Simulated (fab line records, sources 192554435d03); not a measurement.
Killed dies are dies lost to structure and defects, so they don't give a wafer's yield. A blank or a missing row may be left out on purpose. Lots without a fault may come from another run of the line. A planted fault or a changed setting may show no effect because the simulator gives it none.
Split-lot experiment | flow n5_finfet | 7 lots, 21 wafers read, on a route of 1938 steps

THE SPLIT
At N5_BEOL_M10_PECVD_70 (deposits SiO2 from TEOS/O2, target thk 20 nm, time 22.7 s), the setting temp_c was moved away from the recipe's 400 C on 6 of the 21 wafers read, by -4.3% to +2.5%. The other wafers ran this setting at the recipe's value.

FROM THE SPLIT TO THE READING: what the file shows between them, 8 steps
- N5_BEOL_M10_HM_DEP_02: deposits TiN, target thk 20 nm (also split here: target_thk_a)
- N5_BEOL_M10_COAT_59: time 60 s, resist thk 100 nm
- N5_BEOL_M10_COAT_60: time 60 s, resist thk 30 nm
- N5_BEOL_M10_STRIP_68: strips in N2/H2
- N5_BEOL_M10_STRIP_67: strips in CF4
- N5_BEOL_M10_HM_OPEN_17: chemistry Cl2/BCl3, target TiN, target depth 20 nm, overetch 6 nm
- N5_BEOL_M10_STRIP_19: strips in O2
- N5_BEOL_M10_STRIP_77: strips in N2/H2, time 10 s

THE READING
SiO2_of_BEOL_M10_PECVD_70.thk_nm (the simulator's own value, which no gauge read), in nm, at N5_BEOL_M10_HM_STRIP_39 (strips TiN in peroxide tin strip, target depth 25 nm, time 158 s). The file gives no usual value for it. The 15 wafers here that ran the recipe average 19.6 nm, standard deviation 0.22 nm.

wafer  | tool, chamber at the split | temp_c as run, C | against the recipe | SiO2_of_BEOL_M10_PECVD_70.thk_nm, nm | against lot-mates on the recipe
L077.2 | pecvd-02, 2,1              | 400              | recipe             | 19.8                                 | -
L077.4 | pecvd-02, 2,1              | 400              | recipe             | 19.8                                 | -
L077.3 | pecvd-02, 1                | 400              | recipe             | 19.4                                 | -
L076.1 | pecvd-03, 2                | 400              | recipe             | 19.4                                 | -
L076.3 | pecvd-03, 1,2              | 400              | recipe             | 19.8                                 | -
L076.5 | pecvd-03, 1,2              | 400              | recipe             | 19.8                                 | -
L080.1 | pecvd-02, 0                | 400              | recipe             | 19.2                                 | -
L080.3 | pecvd-02, 2                | 400              | recipe             | 19.8                                 | -
L080.6 | pecvd-02, 2                | 400              | recipe             | 20                                   | -
L085.1 | pecvd-01, 0                | 410.1            | +2.5%              | 17.8                                 | -2.0
L085.3 | pecvd-01, 0                | 410.1            | +2.5%              | 18.2                                 | -1.6
L085.6 | pecvd-01, 2                | 400              | recipe             | 19.8                                 | -
L088.2 | pecvd-02, 2                | 400              | recipe             | 19.6                                 | -
L088.4 | pecvd-02, 1                | 400              | recipe             | 19.8                                 | -
L088.6 | pecvd-02, 0                | 382.8            | -4.3%              | 21.8                                 | +2.1
L093.3 | pecvd-02, 0                | 383.8            | -4.0%              | 21.8                                 | no lot-mate on the recipe
L093.4 | pecvd-02, 0                | 383.8            | -4.0%              | 21.8                                 | no lot-mate on the recipe
L093.6 | pecvd-02, 2                | 383.8            | -4.0%              | 22.2                                 | no lot-mate on the recipe
L095.1 | pecvd-02, 2                | 400              | recipe             | 19.6                                 | -
L095.2 | pecvd-02, 0                | 400              | recipe             | 19.4                                 | -
L095.4 | pecvd-02, 0                | 400              | recipe             | 19.4                                 | -
Where a row lists several chambers, the file gives one row for several wafers and doesn't say which wafer went through which chamber.

THE FIT
A straight line over all 21 wafers: SiO2_of_BEOL_M10_PECVD_70.thk_nm changes by -0.57 nm for each +1% of temp_c; r = -0.98; the points scatter about the line by 0.24 nm.
The same after taking each lot's own level away (the mean of its wafers on the recipe; 18 wafers): -0.579 nm for each +1%; r = -0.96; scatter 0.25 nm.
On that fit, the largest move of temp_c shifts the reading by 2.5 nm.
The lots' own levels span 19.47 to 19.80 nm, that is 1.5 times the standard deviation above.
So the lot-to-lot level changes the slope little: the two slopes agree.
Check: with one of the wafers moved furthest among these (-4.3%) left out of the fit, the line predicts +3.07 nm for it against its lot-mates. It came out at +2.1 nm against them.

OTHER SPLITS ON THESE WAFERS
These wafers also went through other splits before the reading. Each is held against what the fit with the lots' levels taken away leaves over:
other split on the same wafers     | wafers away from the commonest value | r with SiO2_of_BEOL_M10_PECVD_70.thk_nm (lot level and that fit taken away)
N5_BEOL_M6_COAT_22 spin_rpm        | 6                                    | +0.22
N5_BEOL_M7_COAT_05 spin_rpm        | 11                                   | +0.21
N5_BEOL_M8_COAT_05 spin_rpm        | 6                                    | -0.08
N5_BEOL_M10_HM_DEP_02 target_thk_a | 7                                    | -0.08

THE WHOLE CHAIN: every reading that the file lists as answering this split, in the file's order
step                    | what it does                                                     | reading                                                                           | change (the file's fit)               | r (the file's)
N5_BEOL_M10_PECVD_70    | deposits SiO2 from TEOS/O2, target thk 20 nm, time 22.7 s        | SiO2_of_BEOL_M10_PECVD_70.thk_nm (the simulator's own value, which no gauge read) | -0.556 nm for each +1% of the setting | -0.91
N5_BEOL_M10_HM_STRIP_39 | strips TiN in peroxide tin strip, target depth 25 nm, time 158 s | SiO2_of_BEOL_M10_PECVD_70.thk_nm (the simulator's own value, which no gauge read) | -0.546 nm for each +1% of the setting | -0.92

THE FILE'S OWN FIT
SiO2_of_BEOL_M10_PECVD_70.thk_nm changes by -0.546 nm for each +1% of temp_c, r = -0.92.
